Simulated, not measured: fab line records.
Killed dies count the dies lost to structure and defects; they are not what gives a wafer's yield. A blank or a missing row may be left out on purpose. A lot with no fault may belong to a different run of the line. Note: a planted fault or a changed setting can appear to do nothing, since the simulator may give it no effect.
The same fault as seen by 2 desks + flow nand harc + numbers are kept per desk, each desk with only its own; the story behind them comes last

AT THE METROLOGY DESK
What the gauges read for every lot (on any tool): the sampled wafers with a number, averaged. Any lot whose mean is over 4 standard deviations away from the usual mean is out of limits and marked OUT; that distance is given in the brackets.
Columns: A = thk nm at NHARC_P_BONDPAD_THK_MEAS_20, usual 160.3 nm; B = thk nm at NHARC_A_ONON_D1_THK_MEAS_02, usual 999 nm
| lot  | first seen here | A     | B             |
|------|-----------------|-------|---------------|
| L957 | day 6 16:29     | 160.6 | 1002          |
| L958 | day 7 08:14     | 159.0 | 1004          |
| L961 | day 8 05:26     | 160.2 | 1013          |
| L962 | day 8 17:00     | 160.5 | 1002          |
| L963 | day 9 03:58     | 157.8 | 990           |
| L964 | day 9 12:46     | 160.7 | 1009          |
| L965 | day 10 01:03    | 161.1 | 991           |
| L966 | day 10 06:16    | 159.2 | 999           |
| L968 | day 11 01:20    | 161.7 | 988           |
| L969 | day 11 16:45    | 160.5 | 1012          |
| L970 | day 12 01:43    | 161.9 | 1004          |
| L973 | day 13 12:53    | 160.6 | 999           |
| L974 | day 13 21:16    | 158.9 | 689 (-34) OUT |
| L977 | day 15 02:50    | 160.3 | 801 (-22) OUT |
This desk's finding: out of limits on L974, L977; first on L974, day 14 21:35 (thk nm at NHARC_A_ONON_D1_THK_MEAS_02). L957, L958, L961, L962, L963, L964, L965, L966, L968, L969, L970, L973 stayed within limits.

THE DEFECT DESK
Counts from the inspections along the route, per lot, as means over the sampled wafers that have a number. Any lot whose mean is over 4 standard deviations away from the usual mean is out of limits and marked OUT; that distance is given in the brackets.
Columns: A = raw defect count at NHARC_A_ZERO_WELL_INSPECT_17, usual 10
| lot  | first seen here | A  |
|------|-----------------|----|
| L957 | day 6 19:23     | 6  |
| L958 | day 7 11:33     | 8  |
| L961 | day 8 08:19     | 13 |
| L962 | day 8 19:59     | 14 |
| L963 | day 9 06:57     | 9  |
| L964 | day 9 15:46     | 11 |
| L965 | day 10 04:03    | 11 |
| L966 | day 10 09:08    | 12 |
| L968 | day 11 04:19    | 6  |
| L969 | day 11 19:43    | 9  |
| L970 | day 12 04:48    | 8  |
| L973 | day 13 15:53    | 9  |
| L974 | day 14 00:16    | 10 |
| L977 | day 15 05:44    | 7  |
Finding of this desk: none of the 14 lots has anything out of limits.

ALL TOGETHER
The metrology desk could have raised an alarm at day 14 21:35, on L974, L977.
The defect desk saw nothing out of limits.
The defect desk has L974, L977 on record, within its limits.
The lots listed all ran NHARC_A_ONON_D1_DEP_00 on pecvd onon-01.

WHAT THE SIMULATOR HAD PUT IN
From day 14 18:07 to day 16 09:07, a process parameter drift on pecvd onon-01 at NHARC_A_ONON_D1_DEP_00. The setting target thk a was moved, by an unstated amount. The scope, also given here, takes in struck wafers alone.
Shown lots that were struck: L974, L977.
Per desk, hours elapsed from the start of the fault to the first reading out of limits: for the metrology desk, 3.
